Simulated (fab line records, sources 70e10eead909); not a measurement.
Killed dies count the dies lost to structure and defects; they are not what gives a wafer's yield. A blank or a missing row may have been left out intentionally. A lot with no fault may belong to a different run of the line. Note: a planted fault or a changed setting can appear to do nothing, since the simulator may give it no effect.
What tool caused it? + flow nandHarc + 33 wafers from 11 lots sampled at 3 of the route's 1159 steps

## WHAT THE GAUGES READ, wafer by wafer
NHARC_A_ONON_D1_THK_MEAS_27: measures by ellipsometry.
| lot  | measured     | on           | thkNm (nm)     |
|------|--------------|--------------|----------------|
| L930 | day 7 13:34  | filmMetro-02 | 1018 1019 1019 |
| L932 | day 8 01:53  | filmMetro-02 | 1008 1008 1007 |
| L931 | day 8 01:55  | filmMetro-02 | 1001 1000 1000 |
| L940 | day 10 09:09 | filmMetro-02 | 610 609 611    |
| L944 | day 11 06:58 | filmMetro-01 | 632 631 631    |
| L945 | day 11 16:30 | filmMetro-01 | 1003 1004 1003 |
| L948 | day 12 08:08 | filmMetro-02 | 1010 1009 1009 |
| L947 | day 12 08:06 | filmMetro-02 | 992 993 992    |
| L949 | day 12 12:44 | filmMetro-02 | 1011 1011 1013 |
| L953 | day 13 07:38 | filmMetro-02 | 1000 999 999   |
| L952 | day 13 07:38 | filmMetro-01 | 987 987 987    |

## TOOL THAT RAN EACH LOT (tool first, then ch and the chambers of the sampled wafers, then the start)
| lot  | NHARC_A_ZERO_WELL_DESCUM_12       | NHARC_A_ONON_D1_DEP_25          |
|------|-----------------------------------|---------------------------------|
| L930 | rieDiel-11 ch 0,1,3, day 6 06:11  | pecvdOnon-04 ch 0, day 7 13:03  |
| L932 | rieDiel-11 ch 1,2, day 6 16:05    | pecvdOnon-03 ch 0, day 8 01:23  |
| L931 | rieDiel-11 ch 1,3, day 6 17:04    | pecvdOnon-04 ch 0, day 8 01:31  |
| L940 | rieDiel-04 ch 0,2, day 8 23:20    | pecvdOnon-03 ch 0, day 10 08:45 |
| L944 | rieDiel-04 ch 1,2,3, day 9 20:19  | pecvdOnon-03 ch 0, day 11 06:31 |
| L945 | rieDiel-10 ch 0,1,2, day 10 05:16 | pecvdOnon-04 ch 0, day 11 16:10 |
| L948 | rieDiel-11 ch 1,2, day 10 19:31   | pecvdOnon-01 ch 0, day 12 07:40 |
| L947 | rieDiel-04 ch 2,3, day 10 20:26   | pecvdOnon-04 ch 0, day 12 07:35 |
| L949 | rieDiel-10 ch 2,3, day 11 03:18   | pecvdOnon-01 ch 0, day 12 12:13 |
| L953 | rieDiel-10 ch 0,1, day 11 21:59   | pecvdOnon-04 ch 0, day 13 07:07 |
| L952 | rieDiel-11 ch 1,2,3, day 11 23:29 | pecvdOnon-01 ch 0, day 13 07:15 |
- NHARC_A_ZERO_WELL_DESCUM_12: chemistry O2, time 3 s.
- NHARC_A_ONON_D1_DEP_25: target thk 1000 nm.

## THE ANSWER, worked out from the rows above alone
Rule: the usual values come from the lots themselves. Put in order of their means at a reading, lots are off if they are a third of the lots or fewer, leave a main group of 4 or more, and stand apart from it by a gap of 3 or more times the standard deviation of the main group's means; of several such gaps the widest counts. The tables above print the reading to a certain number of digits; a main group whose means all agree to those digits is not used. Also off: a lot with no number at a reading for which 4 or more lots have one. The other lots that the step has rows for count as sound.
Off: L940, L944, at NHARC_A_ONON_D1_THK_MEAS_27 (thkNm). Mean 1003 nm and standard deviation 9.3 in the main group.
A tool fits if, at a process step before that reading, it ran every lot that is off, and no sound lot after the first of them. The gauges at NHARC_A_ONON_D1_THK_MEAS_27 are tried like those tools. One fits: pecvdOnon-03 at NHARC_A_ONON_D1_DEP_25. Its last sound lot is L932 (day 8 01:23), its first lot that is off L940 (day 10 08:45): a fault that began between those two fits.

## WHAT THE SIMULATOR PUT IN
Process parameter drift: pecvdOnon-03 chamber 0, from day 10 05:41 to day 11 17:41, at NHARC_A_ONON_D1_DEP_25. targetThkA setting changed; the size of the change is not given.
Struck lots among those shown: L940, L944. The same result came from the rule above.
